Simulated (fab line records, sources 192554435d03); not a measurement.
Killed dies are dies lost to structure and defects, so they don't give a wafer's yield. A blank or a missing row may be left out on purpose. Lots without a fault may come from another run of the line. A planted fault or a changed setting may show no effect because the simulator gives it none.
Chamber matching | flow n5_finfet | N5_BEOL_M8_ILD_DEP_00 on pecvd-04: 3 sister chambers
The step deposits SiCOH lowk from DEMS/porogen, target thk 179.75 nm, time 33.4 s. 6 wafers are shown with their chamber, then 8 later ones without.

WAFERS WITH THEIR CHAMBER
wafer  | chamber | throttle_valve_pct (%) | showerhead_plenum_p_Torr (Torr)
L077.3 | 0       | 13.7                   | 5.758
L089.6 | 1       | 13.3                   | 5.713
L090.1 | 1       | 13.2                   | 5.710
L090.3 | 2       | 12.8                   | 5.708
L090.6 | 0       | 13.6                   | 5.753
L092.4 | 2       | 12.7                   | 5.731

WAFERS WITHOUT THEIR CHAMBER
wafer  | throttle_valve_pct (%) | showerhead_plenum_p_Torr (Torr)
L092.5 | 13.1                   | 5.712
L092.6 | 13.7                   | 5.770
L093.1 | 13.0                   | 5.742
L093.2 | 13.3                   | 5.726
L093.4 | 13.8                   | 5.768
L096.1 | 13.2                   | 5.715
L096.2 | 13.6                   | 5.770
L096.3 | 12.8                   | 5.708

WHICH CHAMBER EACH WENT THROUGH
wafer  | from the rows above     | in truth
L092.5 | 1                       | 1
L092.6 | 0                       | 0
L093.1 | can't be placed: 2 or 1 | 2
L093.2 | 1                       | 1
L093.4 | 0                       | 0
L096.1 | 1                       | 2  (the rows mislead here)
L096.2 | 0                       | 0
L096.3 | 2                       | 2
Placed correctly: 6 of 8. Can't be placed from these rows: 1 (the true chamber is among the candidates in 1). Placed wrongly: 1.
How it was worked out, from the rows above alone: a wafer's distance from a chamber is the root of the sum, over the readings, of the square of ((its reading less the chamber's mean) divided by the reading's scatter). The wafer belongs to the nearest chamber; if the next one is less than 2 further off, it can't be placed. A chamber's mean is the mean of its shown wafers. The scatter: the root of (the sum of the squares of (reading less its chamber's mean) over the shown wafers, divided by (wafers less chambers)).
